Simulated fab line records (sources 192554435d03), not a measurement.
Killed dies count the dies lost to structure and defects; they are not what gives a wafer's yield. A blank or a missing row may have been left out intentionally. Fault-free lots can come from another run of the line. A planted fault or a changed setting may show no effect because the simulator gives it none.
Chamber matching | flow n5Finfet | aldMetal-03 running N5_BEOL_M6_ALD_77: 4 sister chambers
The step deposits TaN, target thk 2 nm, pulse time 2 s, purge time 3 s. 8 wafers are shown with their chamber, then 9 later ones without.

== WAFERS WITH THEIR CHAMBER ==
wafer  | chamber | heaterPowerW (W)
L079.6 | 3       | 404
L082.1 | 2       | 431
L083.3 | 1       | 441
L083.5 | 0       | 369
L083.6 | 2       | 431
L089.1 | 1       | 428
L089.2 | 0       | 374
L089.3 | 3       | 404

== WAFERS WHOSE CHAMBER IS MISSING ==
wafer  | heaterPowerW (W)
L088.1 | 434
L088.4 | 398
L088.6 | 380
L092.4 | 371
L092.5 | 378
L092.6 | 423
L097.1 | 424
L097.2 | 405
L097.3 | 415

== CHAMBER TAKEN BY EACH ==
wafer  | from the rows above          | in truth
L088.1 | can't be placed: 1 or 2      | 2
L088.4 | 3                            | 3
L088.6 | 0                            | 0
L092.4 | 0                            | 0
L092.5 | 0                            | 0
L092.6 | can't be placed: 2 or 1      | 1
L097.1 | can't be placed: 2 or 1      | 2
L097.2 | 3                            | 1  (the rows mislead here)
L097.3 | can't be placed: 3 or 2 or 1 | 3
Correctly placed: 4 of 9. Not placeable from these rows: 4 (in 4, the candidates include the true chamber). Placed wrongly: 1.
How it was worked out, from the rows above alone: a wafer's distance from a chamber is the root of the sum, over the readings, of the square of ((its reading less the chamber's mean) divided by the reading's scatter). If the next closest chamber is less than 2 further off than the closest, the wafer can't be placed; otherwise it belongs to the closest. The mean given for a chamber averages the wafers shown for that chamber. The scatter: take each reading less its chamber's mean, square it, sum over the shown wafers, divide by the number of wafers less the number of chambers, and take the root.
